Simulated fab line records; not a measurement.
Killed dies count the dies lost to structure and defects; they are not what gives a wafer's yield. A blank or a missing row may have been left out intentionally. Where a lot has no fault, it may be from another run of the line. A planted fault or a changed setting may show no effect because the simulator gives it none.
Matching of chambers :: flow n5 finfet :: N5_BEOL_M4_DESCUM_33 on rie diel-04: 4 sister chambers
The step chemistry O2, time 7 s. 22 wafers are shown with their chamber, then 11 later ones without.

== WAFERS WITH THEIR CHAMBER ==
wafer: L076.1
chamber: 3
showerhead plenum p Torr (Torr): 2.23
drypump motor current A (A): 6.02
throttle valve pct (%): 20.46

wafer: L076.4
chamber: 2
showerhead plenum p Torr (Torr): 1.98
drypump motor current A (A): 5.46
throttle valve pct (%): 20.92

wafer: L076.5
chamber: 2
showerhead plenum p Torr (Torr): 1.98
drypump motor current A (A): 5.45
throttle valve pct (%): 20.91

wafer: L078.1
chamber: 0
showerhead plenum p Torr (Torr): 2.07
drypump motor current A (A): 5.43
throttle valve pct (%): 20.41

wafer: L078.2
chamber: 1
showerhead plenum p Torr (Torr): 2.13
drypump motor current A (A): 6.04
throttle valve pct (%): 20.20

wafer: L078.3
chamber: 2
showerhead plenum p Torr (Torr): 1.98
drypump motor current A (A): 5.45
throttle valve pct (%): 20.92

wafer: L081.2
chamber: 2
showerhead plenum p Torr (Torr): 1.98
drypump motor current A (A): 5.44
throttle valve pct (%): 20.95

wafer: L081.3
chamber: 1
showerhead plenum p Torr (Torr): 2.13
drypump motor current A (A): 6.07
throttle valve pct (%): 20.22

wafer: L081.5
chamber: 3
showerhead plenum p Torr (Torr): 2.23
drypump motor current A (A): 6.03
throttle valve pct (%): 20.45

wafer: L082.4
chamber: 1
showerhead plenum p Torr (Torr): 2.13
drypump motor current A (A): 6.00
throttle valve pct (%): 20.21

wafer: L082.5
chamber: 3
showerhead plenum p Torr (Torr): 2.22
drypump motor current A (A): 6.02
throttle valve pct (%): 20.46

wafer: L082.6
chamber: 0
showerhead plenum p Torr (Torr): 2.07
drypump motor current A (A): 5.43
throttle valve pct (%): 20.44

wafer: L083.2
chamber: 1
showerhead plenum p Torr (Torr): 2.12
drypump motor current A (A): 6.06
throttle valve pct (%): 20.24

wafer: L083.3
chamber: 0
showerhead plenum p Torr (Torr): 2.06
drypump motor current A (A): 5.47
throttle valve pct (%): 20.43

wafer: L083.5
chamber: 0
showerhead plenum p Torr (Torr): 2.06
drypump motor current A (A): 5.45
throttle valve pct (%): 20.44

wafer: L086.2
chamber: 1
showerhead plenum p Torr (Torr): 2.12
drypump motor current A (A): 6.07
throttle valve pct (%): 20.26

wafer: L086.3
chamber: 0
showerhead plenum p Torr (Torr): 2.06
drypump motor current A (A): 5.47
throttle valve pct (%): 20.04

wafer: L086.4
chamber: 3
showerhead plenum p Torr (Torr): 2.22
drypump motor current A (A): 6.03
throttle valve pct (%): 20.48

wafer: L088.2
chamber: 0
showerhead plenum p Torr (Torr): 2.06
drypump motor current A (A): 5.46
throttle valve pct (%): 20.06

wafer: L088.5
chamber: 0
showerhead plenum p Torr (Torr): 2.06
drypump motor current A (A): 5.42
throttle valve pct (%): 20.06

wafer: L088.6
chamber: 1
showerhead plenum p Torr (Torr): 2.12
drypump motor current A (A): 6.10
throttle valve pct (%): 20.24

wafer: L087.1
chamber: 1
showerhead plenum p Torr (Torr): 2.12
drypump motor current A (A): 6.09
throttle valve pct (%): 20.25

SIGNATURES (means of the wafers above)
reading: showerhead plenum p Torr
chamber 0: 2.0629
chamber 1: 2.1243
chamber 2: 1.9800
chamber 3: 2.2250
scatter within a chamber: 0.0048

reading: drypump motor current A
chamber 0: 5.4471
chamber 1: 6.0614
chamber 2: 5.4500
chamber 3: 6.0250
scatter within a chamber: 0.023

reading: throttle valve pct
chamber 0: 20.2686
chamber 1: 20.2314
chamber 2: 20.9250
chamber 3: 20.4625
scatter within a chamber: 0.117
Rule: a wafer lies at a distance from a chamber equal to the root of the sum of squares, over the readings, of (its reading less the chamber's mean, divided by the reading's scatter). The wafer belongs to the nearest chamber; if the next one is less than 2 further off, it can't be placed. The scatter: take each reading less its chamber's mean, square it, sum over the shown wafers, divide by the number of wafers less the number of chambers, and take the root.

== WAFERS MISSING THEIR CHAMBER ==
wafer: L087.2
showerhead plenum p Torr (Torr): 2.22
drypump motor current A (A): 6.03
throttle valve pct (%): 20.48

wafer: L087.6
showerhead plenum p Torr (Torr): 1.97
drypump motor current A (A): 5.45
throttle valve pct (%): 20.95

wafer: L091.3
showerhead plenum p Torr (Torr): 2.12
drypump motor current A (A): 6.04
throttle valve pct (%): 20.23

wafer: L091.4
showerhead plenum p Torr (Torr): 2.22
drypump motor current A (A): 6.03
throttle valve pct (%): 20.47

wafer: L091.6
showerhead plenum p Torr (Torr): 2.12
drypump motor current A (A): 6.06
throttle valve pct (%): 20.25

wafer: L090.2
showerhead plenum p Torr (Torr): 2.12
drypump motor current A (A): 6.03
throttle valve pct (%): 20.24

wafer: L090.3
showerhead plenum p Torr (Torr): 2.21
drypump motor current A (A): 6.01
throttle valve pct (%): 20.51

wafer: L090.4
showerhead plenum p Torr (Torr): 2.12
drypump motor current A (A): 6.02
throttle valve pct (%): 20.27

wafer: L097.1
showerhead plenum p Torr (Torr): 2.21
drypump motor current A (A): 6.01
throttle valve pct (%): 20.50

wafer: L097.5
showerhead plenum p Torr (Torr): 2.23
drypump motor current A (A): 5.44
throttle valve pct (%): 20.47

wafer: L097.6
showerhead plenum p Torr (Torr): 2.06
drypump motor current A (A): 5.41
throttle valve pct (%): 20.07

== THE CHAMBER EACH PASSED THROUGH ==
wafer: L087.2
from the rows above: 3
in truth: 3

wafer: L087.6
from the rows above: 2
in truth: 2

wafer: L091.3
from the rows above: 1
in truth: 1

wafer: L091.4
from the rows above: 3
in truth: 3

wafer: L091.6
from the rows above: 1
in truth: 1

wafer: L090.2
from the rows above: 1
in truth: 1

wafer: L090.3
from the rows above: 3
in truth: 3

wafer: L090.4
from the rows above: 1
in truth: 1

wafer: L097.1
from the rows above: 3
in truth: 3

wafer: L097.5
from the rows above: 3
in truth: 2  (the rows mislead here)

wafer: L097.6
from the rows above: 0
in truth: 0
Correctly placed: 10 of 11. Not placeable from these rows: 0. 1 placed wrongly.
